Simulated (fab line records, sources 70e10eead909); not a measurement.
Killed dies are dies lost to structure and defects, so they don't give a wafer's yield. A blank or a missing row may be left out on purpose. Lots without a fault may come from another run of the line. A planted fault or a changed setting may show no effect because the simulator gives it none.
Which tool did it? | flow nand_harc | 12 lots, 36 wafers sampled, at 4 steps of a route of 1159

WHAT THE GAUGES READ, wafer by wafer
The record holds no reading of a measuring or inspecting step that can be judged against a usual standard deviation.

WHICH TOOL RAN EACH LOT (tool, then ch and the chambers of the sampled wafers, then the start)
lot  | NHARC_A_CHANNEL_HOLE_D1_ETCH_16               | NHARC_A_CHANNEL_HOLE_D1_STRIP_27              | NHARC_A_CHANNEL_FILL_D1_ALD_15      | NHARC_A_CHANNEL_FILL_D1_ETCHBACK_08
L258 | rie_diel-13 ch 1,2,3, day 8 08:36 or earlier  | rie_diel-11 ch 1,2, day 8 08:36 or earlier    | ald_sin_batch-01 ch 0, day 8 08:36  | rie_diel-10 ch 0,1, no start
L259 | rie_diel-13 ch 0,1,3, day 9 10:58 or earlier  | rie_diel-13 ch 0,1,3, day 9 10:58 or earlier  | ald_sin_batch-02 ch 0, day 9 10:58  | rie_diel-05 ch 0,1,2, no start
L262 | rie_diel-08 ch 1,3, day 9 22:41 or earlier    | rie_diel-13 ch 2,3, day 9 22:41 or earlier    | ald_sin_batch-01 ch 0, day 9 22:41  | rie_diel-01 ch 1,3, no start
L260 | rie_diel-08 ch 2,3, day 9 22:41 or earlier    | rie_diel-08 ch 2,3, day 9 22:41 or earlier    | ald_sin_batch-01 ch 0, day 9 22:41  | rie_diel-10 ch 1,2,3, no start
L263 | rie_diel-13 ch 1,2, day 10 07:44 or earlier   | rie_diel-13 ch 1,2, day 10 07:44 or earlier   | ald_sin_batch-01 ch 0, day 10 07:44 | rie_diel-05 ch 0,3, no start
L266 | rie_diel-13 ch 0,2,3, day 10 16:38 or earlier | rie_diel-13 ch 0,1,2, day 10 16:38 or earlier | ald_sin_batch-01 ch 0, day 10 16:38 | rie_diel-01 ch 0,1,2, no start
L276 | rie_diel-08 ch 1,2, day 13 10:22 or earlier   | rie_diel-13 ch 0,3, day 13 10:22 or earlier   | ald_sin_batch-02 ch 0, day 13 10:22 | rie_diel-01 ch 0,1, no start
L274 | rie_diel-11 ch 0,1,2, day 13 10:22 or earlier | rie_diel-08 ch 2,3, day 13 10:22 or earlier   | ald_sin_batch-02 ch 0, day 13 10:22 | rie_diel-05 ch 0,2,3, no start
L275 | rie_diel-08 ch 1,2,3, day 13 16:33 or earlier | rie_diel-11 ch 0,1,3, day 13 16:33 or earlier | ald_sin_batch-02 ch 0, day 13 16:33 | rie_diel-05 ch 0,2, no start
L278 | rie_diel-08 ch 0,1,2, day 13 22:34 or earlier | rie_diel-13 ch 0,1,2, day 13 22:34 or earlier | ald_sin_batch-03 ch 0, day 13 22:34 | rie_diel-01 ch 0,1,3, no start
L281 | rie_diel-11 ch 1,3, day 14 21:27 or earlier   | rie_diel-13 ch 0,1,3, day 14 21:27 or earlier | ald_sin_batch-01 ch 0, day 14 21:27 | rie_diel-01 ch 2,3, no start
L280 | rie_diel-13 ch 1,3, day 14 21:27 or earlier   | rie_diel-13 ch 1,3, day 14 21:27 or earlier   | ald_sin_batch-01 ch 0, day 14 21:27 | rie_diel-05 ch 2,3, no start
- NHARC_A_CHANNEL_HOLE_D1_ETCH_16: etches the open film in O2/COS, target depth 3100 nm, time 806 s.
- NHARC_A_CHANNEL_HOLE_D1_STRIP_27: strips in O2.
- NHARC_A_CHANNEL_FILL_D1_ALD_15: deposits SiNx, target thk 2 nm, pulse time 60 s, ald cycles 19.
- NHARC_A_CHANNEL_FILL_D1_ETCHBACK_08: etches the open film in C4F8, target depth 220 nm, time 110 s.

WHAT THE TOOLS THEMSELVES READ (means of the sampled wafers that have a number; where no wafer has one, the mark that the record gives instead)
NHARC_A_CHANNEL_HOLE_D1_ETCH_16.
lot  | tool        | drypump_motor_current_A (A) | oes_product_au (a.u.) | rf_vpp_V (V) | showerhead_plenum_p_Torr (Torr) | throttle_valve_pct (%)
L258 | rie_diel-13 | 5.6                         | 1.012                 | 313.5        | 3.13                            | 28.329
L259 | rie_diel-13 | 5.8                         | 1.004                 | 315.2        | 3.16                            | 28.327
L262 | rie_diel-08 | 6.4                         | 0.997                 | 314.8        | 3.19                            | 28.335
L260 | rie_diel-08 | 6.1                         | 0.991                 | 316.6        | 3.27                            | 28.324
L263 | rie_diel-13 | 5.4                         | 1.024                 | 315.6        | 3.23                            | 28.342
L266 | rie_diel-13 | 5.8                         | 1.006                 | 314.9        | 3.15                            | 28.324
L276 | rie_diel-08 | 5.9                         | 0.998                 | 313.6        | 3.09                            | 28.342
L274 | rie_diel-11 | 5.8                         | 1.011                 | 314.7        | 3.13                            | 28.330
L275 | rie_diel-08 | 6.1                         | 0.991                 | 316.2        | 3.18                            | 28.328
L278 | rie_diel-08 | 5.8                         | 1.002                 | 314.6        | 3.19                            | 28.333
L281 | rie_diel-11 | 5.9                         | 1.011                 | 315.3        | 3.21                            | 28.321
L280 | rie_diel-13 | 5.7                         | 1.004                 | 313.0        | 3.02                            | 28.336

NHARC_A_CHANNEL_HOLE_D1_STRIP_27.
lot  | tool        | drypump_motor_current_A (A) | oes_product_au (a.u.) | rf_vpp_V (V) | showerhead_plenum_p_Torr (Torr) | throttle_valve_pct (%)
L258 | rie_diel-11 | 5.92                        | 0.989                 | 58.0         | 3.61                            | 17.045
L259 | rie_diel-13 | 5.81                        | 1.015                 | 59.1         | 3.57                            | 17.032
L262 | rie_diel-13 | 5.64                        | 1.016                 | 58.0         | 3.52                            | 17.039
L260 | rie_diel-08 | 6.14                        | 0.986                 | 58.0         | 3.69                            | 17.033
L263 | rie_diel-13 | 5.47                        | 1.020                 | 57.8         | 3.65                            | 17.030
L266 | rie_diel-13 | 5.73                        | 1.014                 | 58.0         | 3.68                            | 17.039
L276 | rie_diel-13 | 6.11                        | 1.005                 | 57.8         | 3.60                            | 17.047
L274 | rie_diel-08 | 6.11                        | 1.005                 | 57.4         | 3.68                            | 17.040
L275 | rie_diel-11 | 5.76                        | 1.008                 | 58.2         | 3.56                            | 17.040
L278 | rie_diel-13 | 5.73                        | 1.001                 | 58.6         | 3.68                            | 17.041
L281 | rie_diel-13 | 5.84                        | 1.004                 | 57.4         | 3.56                            | 17.042
L280 | rie_diel-13 | 5.52                        | 1.005                 | 58.9         | 3.54                            | 17.029

NHARC_A_CHANNEL_FILL_D1_ALD_15.
lot  | tool             | precursor_pulse_height_rel
L258 | ald_sin_batch-01 | 0.992
L259 | ald_sin_batch-02 | 0.998
L262 | ald_sin_batch-01 | 0.984
L260 | ald_sin_batch-01 | 1.007
L263 | ald_sin_batch-01 | 0.992
L266 | ald_sin_batch-01 | 1.010
L276 | ald_sin_batch-02 | 1.001
L274 | ald_sin_batch-02 | 1.006
L275 | ald_sin_batch-02 | 1.015
L278 | ald_sin_batch-03 | 0.970
L281 | ald_sin_batch-01 | 0.999
L280 | ald_sin_batch-01 | 0.997

NHARC_A_CHANNEL_FILL_D1_ETCHBACK_08.
lot  | tool        | oes_product_au (a.u.) | rf_vpp_V (V)
L258 | rie_diel-10 | 1.02                  | 440.3
L259 | rie_diel-05 | 0.92                  | 440.2
L262 | rie_diel-01 | 0.93                  | 438.9
L260 | rie_diel-10 | 1.01                  | 438.1
L263 | rie_diel-05 | 0.96                  | 440.9
L266 | rie_diel-01 | 1.00                  | 442.0
L276 | rie_diel-01 | 1.01                  | 441.5
L274 | rie_diel-05 | 0.92                  | 440.1
L275 | rie_diel-05 | 0.93                  | 439.7
L278 | rie_diel-01 | 0.93                  | 439.7
L281 | rie_diel-01 | 1.00                  | 439.9
L280 | rie_diel-05 | 0.99                  | 439.5

THE ANSWER, worked out from the rows above alone
Rule: what is usual is taken from the lots themselves. Put in order of their means at a reading, lots are off if they are a third of the lots or fewer, leave a main group of 4 or more, and stand apart from it by a gap of 3 or more times the standard deviation of the main group's means; of several such gaps the widest counts. A main group whose means are all the same, to the digits that the tables above print for the reading, isn't used. A lot without any number at a reading at which 4 lots or more have one is off too. The other lots that the step has rows for count as sound. The gauges are gone through in route order, then the tools' own readings, and for those a lot's mean is taken as printed above. The first step at which some lot is off is used, and at that step the reading that is off furthest; a lot without a number counts as furthest.
No lot is off at any reading shown: from this, nothing can be told.

WHAT THE SIMULATOR HAD PUT IN
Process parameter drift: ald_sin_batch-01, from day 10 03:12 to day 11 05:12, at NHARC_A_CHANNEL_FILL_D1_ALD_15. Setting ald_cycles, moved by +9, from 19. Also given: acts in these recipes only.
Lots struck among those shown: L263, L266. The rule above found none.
